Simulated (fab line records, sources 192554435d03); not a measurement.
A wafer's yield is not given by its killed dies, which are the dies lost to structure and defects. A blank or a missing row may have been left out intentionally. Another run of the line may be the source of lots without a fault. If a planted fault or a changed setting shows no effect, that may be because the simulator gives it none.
Matching of chambers ; flow n5-finfet ; N5_ILD0_CMP_12 on cmp-03 has 4 sister chambers
The step polishes SiNx, stops on poly-Si, t overpolish 6 s, target thk 17.67 nm. 4 wafers are shown with their chamber, then 9 later ones without.

## WAFERS, EACH WITH ITS CHAMBER
wafer;chamber;time-to-endpoint-s (s)
L085.5;3;24
L088.2;0;37
L088.5;2;33
L088.6;1;28

## WAFERS WITH NO CHAMBER GIVEN
wafer;time-to-endpoint-s (s)
L089.1;26
L089.4;31
L089.6;38
L093.2;25
L093.3;31
L093.5;31
L094.1;30
L094.5;22
L094.6;33

## WHICH CHAMBER EACH WENT THROUGH
wafer;from the rows above;in truth
L089.1;can't be placed: 1 or 3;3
L089.4;can't be placed: 2 or 1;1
L089.6;0;0
L093.2;can't be placed: 3 or 1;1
L093.3;can't be placed: 2 or 1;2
L093.5;can't be placed: 2 or 1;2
L094.1;can't be placed: 1 or 2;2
L094.5;3;3
L094.6;2;2
Correct placement for 3 of the 9. Cannot be placed on the basis of these rows: 6; the candidates contain the true chamber in 6. 0 placed wrongly.
How it was worked out, from the rows above alone: a wafer's distance from a chamber is the root of the sum, over the readings, of the square of ((its reading less the chamber's mean) divided by the reading's scatter). If the next closest chamber is less than 2 further off than the closest, the wafer can't be placed; otherwise it belongs to the closest. A chamber's mean is the mean of its shown wafers. The scatter: with one shown wafer a chamber, the root of the mean of the squares of how far each hidden wafer lies from its nearest shown one.
